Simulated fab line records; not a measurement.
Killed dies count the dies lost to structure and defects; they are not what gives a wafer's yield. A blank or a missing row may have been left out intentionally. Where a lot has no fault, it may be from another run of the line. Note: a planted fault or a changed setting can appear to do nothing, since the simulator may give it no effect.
Chamber matching -- flow n5-finfet -- cvd-co-02 running N5_BEOL_M5_PRE_CLEAN_77: 3 sister chambers
The step time 15 s. 39 wafers are shown with their chamber, then 12 later ones without.

== EACH WAFER AND ITS CHAMBER ==
wafer,chamber,heater-power-w (W)
L074.1,0,97
L074.2,1,97
L074.3,2,88
L075.2,2,87
L075.3,1,96
L075.6,2,87
L076.2,0,99
L076.5,1,94
L076.6,0,98
L077.1,1,99
L077.2,0,97
L077.5,0,97
L078.2,1,99
L078.4,0,98
L078.6,2,87
L079.1,0,94
L079.2,2,88
L079.4,0,98
L080.2,2,87
L080.3,1,97
L080.6,2,90
L082.2,0,96
L082.3,1,98
L082.6,1,98
L081.1,0,97
L081.3,2,92
L081.6,2,88
L083.3,2,89
L083.4,1,101
L083.5,0,99
L084.1,0,98
L084.2,1,99
L084.4,1,100
L085.1,2,91
L085.2,1,101
L085.3,0,99
L085.4,1,99
L085.5,0,98
L085.6,2,88

SIGNATURES (averages over the wafers above)
reading,chamber 0,chamber 1,chamber 2,scatter within a chamber
heater-power-w,97.50,98.31,88.50,1.68
Rule: distance of a wafer from a chamber = root of the sum over the readings of ((wafer's reading minus chamber's mean) / reading's scatter) squared. The wafer belongs to the nearest chamber; if the next one is less than 2 further off, it can't be placed. The scatter: take each reading less its chamber's mean, square it, sum over the shown wafers, divide by the number of wafers less the number of chambers, and take the root.

== WAFERS MISSING THEIR CHAMBER ==
wafer,heater-power-w (W)
L087.4,89
L087.5,101
L087.6,99
L090.4,102
L090.5,99
L090.6,90
L093.1,89
L093.3,99
L093.4,96
L096.1,98
L096.2,97
L096.3,91

== THE CHAMBER EACH PASSED THROUGH ==
wafer,from the rows above,in truth
L087.4,2,2
L087.5,can't be placed: 1 or 0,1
L087.6,can't be placed: 1 or 0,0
L090.4,can't be placed: 1 or 0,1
L090.5,can't be placed: 1 or 0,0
L090.6,2,2
L093.1,2,2
L093.3,can't be placed: 1 or 0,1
L093.4,can't be placed: 0 or 1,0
L096.1,can't be placed: 1 or 0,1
L096.2,can't be placed: 0 or 1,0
L096.3,2,2
4 of 12 placed correctly. Cannot be placed on the basis of these rows: 8; the candidates contain the true chamber in 8. Placed wrongly: 0.
